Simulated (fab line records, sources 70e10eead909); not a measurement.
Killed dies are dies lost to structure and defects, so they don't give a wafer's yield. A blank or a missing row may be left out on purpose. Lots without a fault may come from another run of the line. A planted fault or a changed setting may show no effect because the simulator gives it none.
Problem report in the 8D (eight disciplines) form, filled by code | flow nand_harc | the parts of the form that need people (team, actions taken, sign-off) are left out

1. THE PROBLEM
thk_nm at NHARC_A_ONON_D2_THK_MEAS_02 reads a mean of 664 nm on 5 wafers of 3 lots; wafers without a fault read 1001 nm with a standard deviation of 13. That is -26 standard deviations from the usual mean.
The step: measures by ellipsometry.
First seen on wafer L227.4, day 14 11:17, on film_metro-01. The record holds 43 wafers of 15 lots with a number at this step. Rule for "out", or "out of limits": more than 4 standard deviations from the usual mean. The other wafers with a number count as sound.

2. WHAT IT IS AND WHAT IT IS NOT
question                    | is                                     | is not
which readings at this step | thk_nm                                 | -
which lots                  | L227, L228, L229                       | L223, L225, L226, L237, L238, L239, L240, L241, L242, L243, L244, L245
which wafers of those lots  | L227.4, L227.6, L228.4, L229.4, L229.6 | L227.3, L228.1
read on which gauges        | film_metro-01, film_metro-02           | -
when                        | from day 14 11:17                      | up to then (10 sound wafers); but 28 sound wafers of L228, L237, L238, L239, L240, L241, L242, L243, L244, L245 came after

3. SUSPECTS, AND WHAT RULES EACH OUT
Counting: a tool at a process step up to the reading stays a suspect if it ran every lot that is out. Sound lots after the first of them don't rule it out here, since some wafers of a struck lot are sound.
- the gauge at NHARC_A_ONON_D2_THK_MEAS_02: ruled out. The wafers that are out were read on 2 gauges (film_metro-01, film_metro-02).
- pecvd_onon-02 at NHARC_A_ONON_D2_DEP_00 (target thk 1000 nm): kept. It ran every lot that is out, first L227 (day 14 10:54); its last sound lot up to then is L225 (day 13 19:32).
Left after counting: pecvd_onon-02 at NHARC_A_ONON_D2_DEP_00.

4. THE CAUSE (what the simulator had put in)
Process parameter drift: pecvd_onon-02, from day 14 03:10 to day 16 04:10, at NHARC_A_ONON_D2_DEP_00. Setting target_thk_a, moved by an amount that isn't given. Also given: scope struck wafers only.
Counting left only this tool.

5. THE CHAIN OF EFFECTS, in route order
Each row: a reading whose mean over the struck wafers that have a number lies more than 3 standard deviations from the usual. Only readings for which the record gives a usual standard deviation are gone through. hours: the time from each lot's start at the first step in this table that gives one to its start at this step, as a median over the lots. sigmas: the change in usual standard deviations.
hours | step                        | reading         | usual   | on struck wafers | change | sigmas
0     | NHARC_A_ONON_D2_THK_MEAS_02 | thk_nm          | 1001 nm | 664              | -337   | -26
303   | NHARC_END_SORT_01           | killed_at_array | 55      | 674              | +619   | +36
303   | NHARC_END_SORT_01           | killed_dies     | 59      | 677              | +618   | +34

6. WHAT WOULD HAVE CAUGHT IT SOONER
In this record the first reading out of limits at a measuring or inspecting step was taken at day 14 11:17, 8 hours after the fault began at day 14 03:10.
Of the tool readings at NHARC_A_ONON_D2_DEP_00 for which the record gives a usual standard deviation, none was out on any struck wafer, so an alarm limit of 4 standard deviations on them would not have fired.
Of the lots that are out (3), L228, L229 began NHARC_A_ONON_D2_DEP_00 on pecvd_onon-02 after day 14 11:17. A hold on the tool at that time would have spared those 2.
